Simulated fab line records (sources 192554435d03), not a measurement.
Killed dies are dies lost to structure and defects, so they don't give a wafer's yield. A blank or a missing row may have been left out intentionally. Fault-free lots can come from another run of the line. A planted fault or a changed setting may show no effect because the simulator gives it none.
A struck lot beside a sound one    flow n5-finfet    15 steps out of a route of 1938
Sound: the wafers L680.3, L680.5, L680.6. Wafers L670.2, L670.5, L670.6 were the ones struck. At the end, the cause is stated.
For every step that has rows: the tool of each side, followed by ch and its chambers, followed by its first start. Under that, the readings that differ: sound wafers    struck wafers    difference of the means    sigmas: that difference in standard deviations of wafers without a fault.
alike: same words and numbers on both sides, and readings whose means sit less than 2 such deviations apart. not compared: any withheld reading, any reading some wafer has no value for, any bound like >300 that may hide the same value, and any number with overlapping values for which the record gives no deviation.
Wherever a step has rows on one side only, a row that says differs or no value, or a row with sigmas, the two part there. Numbers that have no deviation but don't overlap get no sigmas and don't part them. Lack of a reading on every wafer of one side parts them only where that side has two or more wafers.

first, 7 steps without rows for these wafers: N5_BEOL_M8_COAT_71 (time 60 s, resist thk 5 nm); N5_BEOL_M8_COAT_22 (resist thk 30 nm); N5_BEOL_M8_EBR_24; N5_BEOL_M8_SOFTBAKE_23 (time 60 s); N5_BEOL_M8_EXPOSE_25 (exposes mask V7, target cd 40 nm); N5_BEOL_M8_PEB_26 (peb time 60 s); N5_BEOL_M8_DEVELOP_27 (develop time 30 s).
N5_BEOL_M8_CD_MEAS_28: target cd 40 nm.
  sound on cd-sem-02 ch 0, day 13 19:37; struck on cd-sem-01 ch 0, day 10 17:48
  alike: cd-nm
N5_BEOL_M8_OVL_MEAS_29:
  sound on overlay-01 ch 0, day 13 19:39; struck on overlay-01 ch 0, day 10 17:51
reading      sound        struck          difference  sigmas
V7_OVL (nm)  1.2 1.9 1.7  -0.5 -0.6 -0.5  -2.1        -3
N5_BEOL_M8_INSPECT_30: inspects for defects (brightfield).
  sound: defect-inspect-01 at day 13 19:42; struck: defect-inspect-01 at day 10 17:54
  alike: raw-defect-count
N5_BEOL_M8_DESCUM_33: chemistry O2, time 7 s.
  sound on rie-diel-02 ch 1,2, day 13 20:01; struck on rie-diel-06 ch 2,3, day 10 17:57
  alike: drypump-motor-current-A, oes-product-au, rf-vpp-V, showerhead-plenum-p-Torr, throttle-valve-pct
  not compared: rf-hours-counter-h
N5_BEOL_M8_ETCH_72: etches underlayer in N2/H2, target depth 6.5 nm, time 5.2 s.
  sound on rie-diel-02 ch 1,2, day 13 20:03; struck on rie-diel-06 ch 2,3, day 10 17:59
  alike: drypump-motor-current-A, etch-rf-on-time-s, n2-flow-sccm, oes-product-au, rf-fwd-power-W, rf-vpp-V, showerhead-plenum-p-Torr, throttle-valve-pct
  not compared: rf-hours-counter-h
N5_BEOL_M8_ETCH_65: etches SiARC in CF4, target depth 15.6 nm, time 26 s.
  sound on rie-diel-02 ch 1,2, day 13 20:04; struck on rie-diel-06 ch 2,3, day 10 18:00
reading                sound              struck             difference  sigmas
etch-rf-on-time-s (s)  26.1 25.6 26.2     21.1 21.2 21.6     -4.7        -15
rf-fwd-power-W (W)     529.8 529.7 532.0  665.2 665.5 661.5  +133.6      +64
rf-vpp-V (V)           182.3 184.0 184.0  171.5 169.9 169.2  -13.2       -12
  alike: drypump-motor-current-A, oes-product-au, showerhead-plenum-p-Torr, throttle-valve-pct
  not compared: rf-hours-counter-h
N5_BEOL_M8_ETCH_66: etches SOC in N2/H2, target depth 80 nm, overetch 16 nm, time 120 s.
  sound on rie-diel-02 ch 1,2, day 13 20:06; struck on rie-diel-06 ch 2,3, day 10 18:02
  alike: drypump-motor-current-A, n2-flow-sccm, oes-product-au, rf-fwd-power-W, rf-vpp-V, showerhead-plenum-p-Torr, throttle-valve-pct
  not compared: rf-hours-counter-h
-- the record jumps here: 3 days lie between the struck wafers' starts before and after (it left off in module BEOL_M8 and takes up again in module PASSIVATION, whose first step shown is number 1936 of the route) --
N5_PASSIVATION_PROBE_49:
  rows exist in the record for the struck wafers here (prober-01, day 13 11:50), but not for the sound ones

WHERE THEY PART
At N5_BEOL_M8_OVL_MEAS_29 first; at N5_PASSIVATION_PROBE_49 last (within this record only).

WHY: whatever the simulator had introduced
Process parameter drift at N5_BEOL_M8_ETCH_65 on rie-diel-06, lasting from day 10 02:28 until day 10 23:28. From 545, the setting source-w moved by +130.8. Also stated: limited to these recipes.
